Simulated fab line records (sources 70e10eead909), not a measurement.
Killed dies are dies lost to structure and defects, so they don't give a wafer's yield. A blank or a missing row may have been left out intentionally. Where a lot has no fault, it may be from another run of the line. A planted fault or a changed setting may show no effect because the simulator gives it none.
fab line records | flow nandHarc
record lots=14 wafers=42 lastDay=33
route steps=1302 shown P_CONTACT@252 P_M0@272
lots that met no fault: from a run of the same line without faults
startH: hours from the record's first day to the start of the lot's first wafer shown | waitH: hours from the lot's prior step to this one | " same as the row above | L1.1+2: a row that stands for several wafers | - no value present, or no start provided | * or withheld: withheld | < > ~ a bound
route shown NAME@n: a module of which the file shows steps, and the number in the route of the first | usual: mean and standard deviation over wafers with no fault | same: alike in all rows | chamber/n: place in a boat | sites: readings site by site | _std_site: standard deviation of those values | _edge_site: outer sites' mean less inner sites' | radiusMm: for every site, how far away it sits from the centre of the wafer | mask NAME#n: copy n | behind: the tool/chamber that last shaped the wafer | hold: why the lot was held/for how many hours/how that ended | device: transistor that didn't switch, given as n, p or np | end of line: tests run on the same wafers once the route is complete | a step given without rows: its recipe and nothing more | killed: not the wafer's yield, but the dies lost to structure and defects at the first sort | map: the dies of a wafer, with x for killed, . for not killed, _ for no die there
set.NAME: setting as actually run; set.NAME@STEP: the setting as run at that earlier step | model.NAME: the simulator's own value behind a step, which no gauge read
a sample of lots followed through the steps of the route, with each step as a table and each wafer as a row
services: when a tool's chamber went out of use (startH, in hours from the record's first day, below 0 if earlier), for how many hours, and the reason
## steps
# step NHARC_P_CONTACT_INSPECT_27
# usual rawDefectCount=307/120
# columns lot.wafer tool chamber startH waitH rawDefectCount
L346.3 defectInspect-02 - 134.04 0.1 314
L346.4 " - " " 160
L346.5 " - " " 395
L348.1 defectInspect-02 - 146.04 0.1 119
L348.3 " - " " 193
L348.4 " - " " 136
L353.1 defectInspect-01 - 188.17 0.1 324
L353.3 " - " " 362
L353.5 " - " " 286
L357.2 defectInspect-01 - 230.79 0.1 296
L357.3 " - " " 253
L357.6 " - " " 240
L358.1 defectInspect-01 - 236.79 0.1 313
L358.4 " - " " 377
L358.6 " - " " 237
L359.1 defectInspect-01 - 264.31 0.1 414
L359.3 " - " " 345
L359.4 " - " " 318
L361.1 defectInspect-02 - 265.32 0.1 224
L361.2 " - " " 326
L361.6 " - " " 296
L362.3 defectInspect-02 - 284.38 0.1 253
L362.4 " - " " 260
L362.5 " - " " 239
L363.1 defectInspect-02 - 289.01 0.1 191
L363.2 " - " " 214
L363.6 " - " " 184
L364.1 defectInspect-01 - 299.41 0.1 485
L364.2 " - " " 491
L364.6 " - " " 641
L366.1 defectInspect-02 - 327.01 0.1 673
L366.4 " - " " 319
L366.6 " - " " 530
L367.1 defectInspect-02 - 331.44 0.1 261
L367.3 " - " " 329
L367.5 " - " " 275
L368.1 defectInspect-02 - 336.63 0.1 278
L368.2 " - " " 349
L368.4 " - " " 518
L369.1 defectInspect-01 - 350.97 0.1 180
L369.4 " - " " 205
L369.6 " - " " 248
# step NHARC_P_M0_DEGAS_28
# recipe tempC=250 timeS=60
# usual heaterPowerW=338/41
# columns lot.wafer tool chamber startH waitH heaterPowerW
L346.3 pvdSputter-01 - 136.15 - 336
L346.4 " - " " 311
L346.5 " - " " 359
L348.3 pvdSputter-02 - 148.05 - 341
L348.4 " - " " 278
L348.1 " - " " 278
L353.1 pvdSputter-01 - 190.40 - 331
L353.3 " - " " 320
L353.5 " - " " 320
L357.3 pvdSputter-02 - 232.89 - 402
L357.2 " - " " 339
L357.6 " - " " 395
L358.1 pvdSputter-02 - 238.84 - 273
L358.4 " - " " 335
L358.6 " - " " 284
L359.1 pvdSputter-03 - 266.49 - 293
L359.4 " - " " 426
L359.3 " - " " 366
L361.2 pvdSputter-03 - 267.32 - 368
L361.1 " - " " 421
L361.6 " - " " 327
L362.4 pvdSputter-03 - 286.85 - 333
L362.3 " - " " 375
L362.5 " - " " 297
L363.1 pvdSputter-03 - 291.08 - 294
L363.2 " - " " 374
L363.6 " - " " 284
L364.2 pvdSputter-01 - 301.43 - 329
L364.1 " - " " 362
L364.6 " - " " 333
L366.4 pvdSputter-01 - 329.07 - 336
L366.1 " - " " 321
L366.6 " - " " 329
L367.1 pvdSputter-01 - 333.53 - 339
L367.3 " - " " 322
L367.5 " - " " 352
L368.1 pvdSputter-03 - 338.51 - 375
L368.2 " - " " 288
L368.4 " - " " 425
L369.4 pvdSputter-01 - 353.04 - 320
L369.1 " - " " 355
L369.6 " - " " 335
# step NHARC_P_M0_ECD_22
# recipe targetThkA=4000 bathTempC=25 material=Cu
# columns lot.wafer tool chamber startH waitH
L346.4+3+5 ecdCu-02 1,0,0 136.61 -
L348.1+3+4 ecdCu-01 1,0,1 148.46 -
L353.1+3+5 ecdCu-02 0,1,0 190.76 -
L357.2+3+6 ecdCu-01 1 233.30 -
L358.1+4+6 ecdCu-01 1 239.22 -
L359.1+3+4 ecdCu-02 0,1,0 266.89 -
L361.2+1+6 ecdCu-02 1,0,0 267.68 -
L362.3+4+5 ecdCu-02 0,1,1 287.31 -
L363.2+1+6 ecdCu-01 0,1,1 291.43 -
L364.2+1+6 ecdCu-01 0,1,0 301.79 -
L366.1+4+6 ecdCu-02 0,1,1 329.43 -
L367.1+3+5 ecdCu-02 1,0,1 333.95 -
L368.2+1+4 ecdCu-02 1,0,0 338.88 -
L369.1+4+6 ecdCu-01 0,0,1 353.45 -
# step NHARC_P_M0_CMP_23
# recipe tOverpolishS=20 targetThkNm=117.54
# usual motorCurrentA=11.6/0.94 retainingRingPressureFrac=1.000/0.0053 timeToEndpointS=30/3.2
# columns lot.wafer tool chamber startH waitH motorCurrentA retainingRingPressureFrac timeToEndpointS
L346.4 cmp-03 0 137.29 - 10.4 0.996 32
L346.3 " 1 " " 13.8 1.000 36
L346.5 " 2 " " 11.6 0.995 34
L348.4 cmp-02 0 149.16 - 11.0 1.000 30
L348.1 " 2 " " 13.0 0.996 33
L348.3 " 3 " " 11.7 1.002 28
L353.1 cmp-03 3 191.51 - 12.5 0.997 28
L353.3 " 2 " " 11.9 0.997 33
L353.5 " 3 " " 12.6 0.997 28
L357.3 cmp-03 2 233.97 - 11.9 0.992 32
L357.2 " 0 " " 10.7 1.007 12
L357.6 " 2 " " 12.1 0.999 30
L358.4 cmp-03 0 239.97 - 10.7 0.997 12
L358.1 " 1 " " 12.9 0.999 15
L358.6 " 3 " " 12.4 0.995 30
L359.4 cmp-04 2 267.57 - 10.6 1.001 23
L359.1 " 3 " " 11.2 0.992 29
L359.3 " 0 " " 13.2 1.000 27
L361.1 cmp-02 3 268.41 - 11.6 1.004 26
L361.2 " 1 " " 10.6 0.997 31
L361.6 " 0 " " 10.7 1.004 27
L362.4 cmp-04 3 287.96 - 10.4 1.009 33
L362.3 " 0 " " 12.9 1.000 26
L362.5 " 3 " " 11.0 1.002 32
L363.1 cmp-02 1 292.16 - 11.4 0.998 37
L363.2 " 3 " " 12.1 0.999 28
L363.6 " 2 " " 12.3 1.001 32
L364.1 cmp-04 3 302.54 - 11.0 1.012 36
L364.2 " 1 " " 11.6 0.999 30
L364.6 " 2 " " 10.9 0.998 28
L366.4 cmp-03 0 330.15 - 10.4 1.006 27
L366.1 " 3 " " 12.2 0.999 27
L366.6 " 0 " " 10.8 0.997 26
L367.1 cmp-02 3 334.62 - 11.1 0.997 28
L367.3 " 0 " " 11.0 0.999 29
L367.5 " 3 " " 11.4 1.001 28
L368.2 cmp-03 3 339.60 - 12.6 1.005 29
L368.1 " 1 " " 13.4 0.998 36
L368.4 " 2 " " 11.8 1.003 32
L369.1 cmp-04 1 354.12 - 11.4 1.000 29
L369.4 " 0 " " 12.1 0.998 26
L369.6 " 2 " " 9.9 0.990 24
# step NHARC_P_M0_DEP_32
# recipe targetThkA=300 tempC=370 targetThkNm=30 pressureTorr=3 flowSccm=200 rfW=450 material=SiCN
# usual heaterPowerW=603/51
# columns lot.wafer tool chamber startH waitH heaterPowerW
L346.3 pecvd-03 1 138.10 0.1 577
L346.5 " 2 " " 614
L346.4 " 1 " " 571
L348.3 pecvd-02 0 149.78 0.1 573
L348.1 " 1 " " 568
L348.4 " 0 " " 590
L353.3 pecvd-01 0 192.28 0.1 582
L353.1 " 2 " " 677
L353.5 " 0 " " 568
L357.2 pecvd-02 1 234.64 0.1 543
L357.3 " 2 " " 696
L357.6 " 1 " " 550
L358.1 pecvd-02 1 240.61 0.1 556
L358.4 " 0 " " 501
L358.6 " 1 " " 555
L359.3 pecvd-01 0 268.24 0.1 615
L359.1 " 2 " " 567
L359.4 " 0 " " 606
L361.2 pecvd-01 2 269.07 0.1 556
L361.1 " 0 " " 569
L361.6 " 0 " " 559
L362.3 pecvd-01 1 288.59 0.1 567
L362.5 " 0 " " 531
L362.4 " 2 " " 684
L363.1 pecvd-01 0 292.78 0.1 608
L363.2 " 2 " " 579
L363.6 " 1 " " 582
L364.1 pecvd-01 1 303.17 0.1 618
L364.2 " 2 " " 661
L364.6 " 2 " " 677
L366.1 pecvd-01 1 330.82 0.1 639
L366.6 " 0 " " 617
L366.4 " 2 " " 680
L367.3 pecvd-02 2 335.24 0.1 651
L367.1 " 1 " " 554
L367.5 " 2 " " 649
L368.1 pecvd-03 1 340.26 0.1 649
L368.2 " 2 " " 631
L368.4 " 0 " " 597
L369.1 pecvd-03 0 354.78 0.1 629
L369.4 " 2 " " 513
L369.6 " 1 " " 608
## services
# columns tool chamber startH hours kind
pecvd-01 - 130.22 13.0 pm
pvdSputter-03 - 156.73 7.7 repair
pvdSputter-01 - 158.63 3.7 repair
ecdCu-01 - 160.21 8.0 pm
cmp-03 - 162.00 4.0 pm
cmp-03 - 172.72 1.3 repair
ecdCu-01 - 173.29 1.2 repair
cmp-03 - 183.19 0.8 repair
pecvd-01 1 189.59 2.5 repair
pvdSputter-01 - 196.05 4.5 repair
cmp-03 - 197.45 1.3 repair
ecdCu-01 - 203.59 0.8 repair
pvdSputter-01 - 210.28 1.8 repair
ecdCu-02 - 221.02 1.2 repair
cmp-03 - 222.37 11.0 repair
pvdSputter-01 - 230.13 3.5 repair
ecdCu-02 - 244.12 8.0 pm
cmp-03 - 260.00 4.0 pm
cmp-03 - 271.53 0.3 repair
ecdCu-01 - 280.06 2.4 repair
pecvd-01 - 311.22 13.0 pm
cmp-03 - 313.65 1.0 repair
ecdCu-01 - 335.65 0.4 repair
ecdCu-01 - 336.21 8.0 pm
## key
firstSign step=NHARC_P_M0_CMP_23 reading=timeToEndpointS direction=down sigmas=5.3 usual=* struck=*
effect none on later readings
metAt NHARC_P_M0_ECD_22
struckLots L357,L358
struckWafers L357.2,L358.1,L358.4
sortLeftOut L357.2,L358.1,L358.4
notActingAt NHARC_P_CONTACT_INSPECT_27,NHARC_P_M0_DEGAS_28,NHARC_P_M0_DEP_32
onsetBetween 148.46 233.30
fault kind=processParameterDrift tool=ecdCu-01 chamber=- onsetH=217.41 steps=NHARC_P_M0_ECD_22 channel=targetThkA offset=* shape=step endH=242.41 scope=struckWafersOnly actsIn=* stated=*
# sortLeftOut: the simulated sort isn't trusted on such a fault, so these wafers' sort isn't shown, and their yield isn't known
